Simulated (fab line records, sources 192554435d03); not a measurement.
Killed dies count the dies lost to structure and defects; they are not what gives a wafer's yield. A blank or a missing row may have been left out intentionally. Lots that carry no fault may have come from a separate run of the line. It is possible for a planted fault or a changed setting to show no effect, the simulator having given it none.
Which tool is to blame? ; flow n5_finfet ; 33 wafers from 11 lots sampled at 5 of the route's 1938 steps

WHAT THE GAUGES READ, wafer by wafer
The record lacks any reading of a measuring or inspecting step that a usual standard deviation could be used to judge.

WHICH TOOL RAN EACH LOT (tool, then ch and the chambers of the sampled wafers, then the start)
lot;N5_BEOL_M10_STRIP_77;N5_PASSIVATION_SPUTTER_20;N5_PASSIVATION_DESCUM_32;N5_PASSIVATION_PECVD_35;N5_PASSIVATION_PROBE_49
L397;rie_diel-02 ch 0,1,3, day 9 17:34;pvd_sputter-03, day 11 20:35;rie_diel-01 ch 1,2, day 11 21:24;pecvd-03 ch 0,1,2, day 11 22:37;prober-02, day 12 02:22
L399;rie_diel-01 ch 0,2, day 10 05:17;pvd_sputter-03, day 12 04:23;rie_diel-02 ch 2,3, day 12 05:11;pecvd-03 ch 0,1, day 12 06:31;-
L405;rie_diel-04 ch 1,2,3, day 13 00:07;pvd_sputter-03, day 15 01:04;rie_diel-02 ch 0,3, day 15 01:57;pecvd-01 ch 1,2, day 15 03:10;prober-02, day 15 07:32
L407;rie_diel-04 ch 0,1,2, day 13 09:01;pvd_sputter-02, day 15 01:28;rie_diel-04 ch 0,1,3, day 15 02:20;pecvd-01 ch 0,2, day 15 03:35;prober-02, day 15 08:03
L409;rie_diel-01 ch 0,2,3, day 14 02:11;pvd_sputter-01, day 15 16:11;rie_diel-02 ch 1,2, day 15 17:08;pecvd-03 ch 0,1,2, day 15 18:25;-
L410;rie_diel-01 ch 0,2, day 14 06:46;pvd_sputter-01, day 16 06:16;rie_diel-04 ch 1,2, day 16 07:03;pecvd-01 ch 1,2, day 16 08:16;prober-01, day 16 12:03
L415;rie_diel-02 ch 2,3, day 14 20:40;pvd_sputter-01, day 16 20:11;rie_diel-01 ch 2,3, day 16 20:58;pecvd-04 ch 0,1, day 16 22:15;-
L414;rie_diel-01 ch 0,2,3, day 15 02:24;pvd_sputter-02, day 16 22:31;rie_diel-02 ch 1,2, day 16 23:23;pecvd-03 ch 0,1, day 17 00:38;prober-02, day 17 04:28
L417;rie_diel-01 ch 1,2,3, day 16 00:16;pvd_sputter-02, day 17 19:56;rie_diel-01 ch 1,2,3, day 17 20:36;pecvd-04 ch 0,2, day 17 21:52;-
L420;rie_diel-04 ch 2,3, day 16 16:32;pvd_sputter-02, day 18 13:06;rie_diel-04 ch 1,2, day 18 14:16;pecvd-01 ch 0,1, day 18 15:53;-
L419;rie_diel-01 ch 0,1,2, day 17 04:18;pvd_sputter-01, day 19 07:17;rie_diel-01 ch 0,1,2, day 19 08:49;pecvd-01 ch 0,1,2, day 19 10:54;-
- N5_BEOL_M10_STRIP_77: strips in N2/H2, time 10 s.
- N5_PASSIVATION_SPUTTER_20: material TaN, target thk 50 nm.
- N5_PASSIVATION_DESCUM_32: chemistry O2, time 7.9 s.
- N5_PASSIVATION_PECVD_35: deposits SiNx from SiH4/NH3/N2, target thk 700 nm, time 151.3 s.
- N5_PASSIVATION_PROBE_49

AS READ BY THE TOOLS THEMSELVES (means over the sampled wafers that have a number; for cases with no such wafer, the mark the record gives instead)
N5_BEOL_M10_STRIP_77. Usual: drypump_motor_current_A 5.5 A, standard deviation 0.37; oes_product_au 0.81 a.u., standard deviation 0.076; rf_vpp_V 59.2 V, standard deviation 0.81; showerhead_plenum_p_Torr 2.56 Torr, standard deviation 0.065; throttle_valve_pct 23.59 %, standard deviation 0.22.
lot;tool;drypump_motor_current_A (A);oes_product_au (a.u.);rf_vpp_V (V);showerhead_plenum_p_Torr (Torr);throttle_valve_pct (%);flag
L397;rie_diel-02;5.2;0.74;59.2;2.60;23.81;
L399;rie_diel-01;5.8;0.85;59.9;2.68;23.40;
L405;rie_diel-04;5.5;0.83;59.2;2.53;23.73;
L407;rie_diel-04;5.5;0.88;58.7;2.51;23.58;
L409;rie_diel-01;5.7;0.82;59.1;2.59;23.44;
L410;rie_diel-01;5.5;0.81;59.7;2.66;23.46;
L415;rie_diel-02;5.4;0.69;58.0;2.54;23.50;
L414;rie_diel-01;5.7;0.81;59.7;2.59;23.45;
L417;rie_diel-01;5.9;0.84;59.2;2.57;23.46;
L420;rie_diel-04;5.5;0.78;59.5;2.55;23.70;
L419;rie_diel-01;5.8;0.83;59.7;2.63;23.49;

N5_PASSIVATION_SPUTTER_20. Usual: throttle_valve_pct at 30.3 %, with a standard deviation of 1.2.
lot;tool;throttle_valve_pct (%);flag
L397;pvd_sputter-03;30.7;
L399;pvd_sputter-03;29.3;
L405;pvd_sputter-03;31.7;
L407;pvd_sputter-02;30.5;
L409;pvd_sputter-01;30.0;
L410;pvd_sputter-01;31.0;
L415;pvd_sputter-01;29.6;
L414;pvd_sputter-02;30.7;
L417;pvd_sputter-02;31.1;
L420;pvd_sputter-02;31.0;
L419;pvd_sputter-01;30.7;

N5_PASSIVATION_DESCUM_32. Usual: drypump_motor_current_A 5.5 A, standard deviation 0.37; oes_product_au 0.79 a.u., standard deviation 0.076; rf_vpp_V 243.3 V, standard deviation 1.2; showerhead_plenum_p_Torr 2.10 Torr, standard deviation 0.055; throttle_valve_pct 20.45 %, standard deviation 0.15.
lot;tool;drypump_motor_current_A (A);oes_product_au (a.u.);rf_vpp_V (V);showerhead_plenum_p_Torr (Torr);throttle_valve_pct (%);flag
L397;rie_diel-01;6.0;0.73;243.9;2.17;20.42;
L399;rie_diel-02;5.2;0.71;243.9;2.13;20.39;
L405;rie_diel-02;5.3;0.75;243.7;2.14;20.46;
L407;rie_diel-04;5.6;0.85;242.7;2.06;20.42;
L409;rie_diel-02;5.0;0.74;242.8;2.08;20.64;
L410;rie_diel-04;5.4;0.80;242.5;2.06;20.49;
L415;rie_diel-01;5.8;0.80;242.7;2.08;20.37;
L414;rie_diel-02;5.0;0.73;243.2;2.07;20.67;
L417;rie_diel-01;5.9;0.81;242.4;2.11;20.30;
L420;rie_diel-04;5.4;0.78;242.2;2.05;20.53;
L419;rie_diel-01;5.7;0.80;244.1;2.16;20.29;

N5_PASSIVATION_PECVD_35. Usual: heater_power_w 338 W, standard deviation 110; showerhead_plenum_p_Torr 8.66 Torr, standard deviation 0.042; throttle_valve_pct 29.4 %, standard deviation 1.3.
lot;tool;heater_power_w (W);showerhead_plenum_p_Torr (Torr);throttle_valve_pct (%);flag
L397;pecvd-03;445;8.67;30.3;
L399;pecvd-03;342;8.65;31.8;
L405;pecvd-01;222;8.67;29.6;
L407;pecvd-01;336;8.63;28.2;
L409;pecvd-03;457;8.67;30.5;
L410;pecvd-01;234;8.67;29.7;
L415;pecvd-04;472;8.74;29.4;
L414;pecvd-03;327;8.67;30.9;
L417;pecvd-04;440;8.69;29.0;
L420;pecvd-01;306;8.64;29.0;
L419;pecvd-01;279;8.65;29.2;

N5_PASSIVATION_PROBE_49. Usual: defect_limited_yield 91.2 %, standard deviation 1.4; killed_at_M0_to_M3 34, standard deviation 10; killed_at_M4_up 13, standard deviation 5.1; killed_at_contacts 12, standard deviation 6.5; killed_at_front_end 41, standard deviation 11; killed_at_other 4, standard deviation 3.3; killed_dies 104, standard deviation 16; killed_on_rim 14, standard deviation 3.9; killed_open 69, standard deviation 13; killed_short 33, standard deviation 7; sort_bin_5_function 5.1 %, standard deviation 0.91; sort_bin_6_memory 3.3 %, standard deviation 0.69; sort_n_pass 1076, standard deviation 16; sort_yield_pct 91.2 %, standard deviation 1.4.
lot;tool;defect_limited_yield (%);killed_at_M0_to_M3;killed_at_M4_up;killed_at_contacts;killed_at_front_end;killed_at_other;killed_dies;killed_on_rim;killed_open;killed_short;sort_bin_5_function (%);sort_bin_6_memory (%);sort_n_pass;sort_yield_pct (%);flag
L397;prober-02;91.8;26;16;17;35;2;96;12;64;31;4.8;3.1;1084;91.8;
L405;prober-02;88.3;28;43;19;49;0;138;18;74;32;7.2;3.9;1042;88.3;OFF
L407;prober-02;89.5;33;46;11;32;3;124;19;64;28;6.7;3.2;1056;89.5;OFF
L410;prober-01;91.4;38;8;14;37;5;101;11;58;42;4.6;3.5;1079;91.4;
L414;prober-02;89.6;41;19;16;41;6;123;20;84;31;6.0;3.4;1057;89.6;

THE ANSWER, worked out from the rows above alone
Rule: lot off if the mean of its wafers having a number is beyond 3 standard deviations from the usual mean. A lot without any number at a reading at which 4 lots or more have one is off too. Where the step has rows for the other lots, those lots are counted as sound. After the gauges, taken in route order, come the tools' own readings; for these a lot's mean is taken, as printed above. The first step at which some lot is off is used, and at that step the reading that is off furthest; a lot without a number counts as furthest.
Off, at N5_PASSIVATION_PROBE_49 on killed_at_M4_up: L405, L407. Neither off nor sound, because the step has no rows for them: L399, L409, L415, L417, L420, L419.
If a tool, at that step or one of the process steps before it, ran each lot that is off and ran no sound lot following the first of them, it fits. One fits: N5_BEOL_M10_STRIP_77 on rie_diel-04. It ran no sound lot before its first lot that is off in this sample, so the start can't be narrowed down.

WHAT THE SIMULATOR PUT IN
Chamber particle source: rie_diel-04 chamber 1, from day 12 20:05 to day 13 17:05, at N5_BEOL_M10_STRIP_77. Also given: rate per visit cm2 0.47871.
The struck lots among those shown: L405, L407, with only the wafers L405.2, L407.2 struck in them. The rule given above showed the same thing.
